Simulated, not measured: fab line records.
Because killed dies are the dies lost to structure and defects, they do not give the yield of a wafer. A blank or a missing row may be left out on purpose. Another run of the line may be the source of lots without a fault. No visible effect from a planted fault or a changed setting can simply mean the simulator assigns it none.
Struck lot and sound lot, side by side -- flow nandHarc -- 17 steps out of a route of 1302
Sound: the wafers L887.1, L887.4, L887.6. Struck: wafer L892.1. (L892.2, L892.4 of the same lot were not struck and are left out.) The cause comes at the end.
At each step with rows: each side's tool, then ch and its chambers, then its first start. Under that, the readings that differ: sound wafers -- struck wafers -- difference of the means -- sigmas: that difference in standard deviations of wafers without a fault.
alike: same words and numbers on both sides, and readings whose means sit less than 2 such deviations apart. not compared: any withheld reading, any reading some wafer has no value for, any bound like >300 that may hide the same value, and any number with overlapping values for which the record gives no deviation.
A row with sigmas, a row that says differs or no value, or rows on one side alone: a step with any of these is where the two part. Non-overlapping numbers with no deviation appear without sigmas and do not part them. A reading missing from all wafers of one side parts the sides only when that side holds two or more wafers.

NHARC_P_M0_DESCUM_14: chemistry O2, time 3 s.
  sound on rieDiel-13 ch 0,2,3, day 10 04:11; struck on rieDiel-01 ch 3, day 12 07:53
  alike: drypumpMotorCurrentA, oesProductAu, rfVppV, showerheadPlenumPTorr, throttleValvePct
  not compared: rfHoursCounterH
then, 1 step without rows for these wafers: NHARC_P_M0_ETCH_34 (etches the open film in N2/H2, target depth 40 nm, overetch 12 nm, time 43.94 s).
NHARC_P_M0_ETCH_15: etches the open film in C4F8/Ar, target depth 150 nm, overetch 15 nm, time 82.5 s.
  sound: rieDiel-13 ch 0,1,3; struck: rieDiel-01 ch 2
  alike: biasW, oesProductAu, rfVppV
  not compared: rfHoursCounterH
NHARC_P_M0_CD_MEAS_16:
  struck on cdSem-02, day 12 08:11; sound on cdSem-03, day 10 04:28
  alike: cdNm
then, 4 steps without rows for these wafers: NHARC_P_M0_STRIP_18 (strips in N2/H2); NHARC_P_M0_STRIP_19 (strips in post etch residue remover, time 600 s); NHARC_P_M0_DEGAS_28 (time 60 s); NHARC_P_M0_PRE_CLEAN_29 (time 30 s).
NHARC_P_M0_PVD_20: deposits TaN, target thk 5 nm, time 8.06 s.
  sound on pvdSputter-03; struck on pvdSputter-02
reading,sound,struck,difference,sigmas
throttleValvePct (%),30.4 28.6 29.9,31.7,+2.1,+3
NHARC_P_M0_PVD_21: deposits Cu, target thk 30 nm, time 20.49 s.
  sound on pvdSputter-03; struck on pvdSputter-02
reading,sound,struck,difference,sigmas
throttleValvePct (%),29.7 28.5 30.4,31.7,+2.2,+3
then, 1 step without rows for these wafers: NHARC_P_M0_ECD_22 (material Cu, target thk 400 nm).
NHARC_P_M0_ANNEAL_30: time 90 s.
  sound on rtpAnneal-01 ch 0, day 10 05:51; struck on rtpAnneal-02 ch 0, day 12 09:32
  alike: wafer_temp_C_max
NHARC_P_M0_CMP_23: polishes, t overpolish 20 s, target thk 117.54 nm.
  sound on cmp-02 ch 0,2,3, day 10 06:13; struck on cmp-02 ch 2, day 12 09:53
  alike: motorCurrentA, timeToEndpointS
next, for these wafers, 1 step has no rows: NHARC_P_M0_SRD_25.
NHARC_P_M0_INSPECT_27:
  struck on defectInspect-02, day 12 10:22; sound on defectInspect-02, day 10 06:40
reading,sound,struck,difference,sigmas
rawDefectCount,408 266 217,2459,+2162,+20
then, 1 step without rows for these wafers: NHARC_P_M0_PRE_CLEAN_31 (time 12 s).
-- record jumps: 18 days between struck wafers' starts before vs after; left off in module P_M0, resumes in module END, first step shown is number 1302 of the route --
NHARC_END_SORT_01:
  sound on prober-01 ch 0, day 28 17:29; struck on prober-01 ch 0, day 30 08:56
reading,sound,struck,difference,sigmas
defectLimitedYield (%),89.4 87.9 90.3,0,-89,-34
killedAtPeriphery,3 6 4,628,+624,+99 or more
killedDies,72 82 66,677,+604,+34
sort_bin_3_pct (%),0.6 0.9 0.9,92.5,+91.7,+99 or more
sortNPass,605 595 611,0,-604,-34
sortRimYieldPct (%),95 97 91,0,-94,-25
sortYieldPct (%),89.4 87.9 90.3,0,-89,-34
  alike: killedAtArray, killedAtOther, killedOpen, killedShort, sort_bin_2_pct, sort_bin_4_pct

## WHERE THEY PART
Last at NHARC_END_SORT_01 as far as this record goes, first at NHARC_P_M0_PVD_20.

WHY: what had been put in by the simulator
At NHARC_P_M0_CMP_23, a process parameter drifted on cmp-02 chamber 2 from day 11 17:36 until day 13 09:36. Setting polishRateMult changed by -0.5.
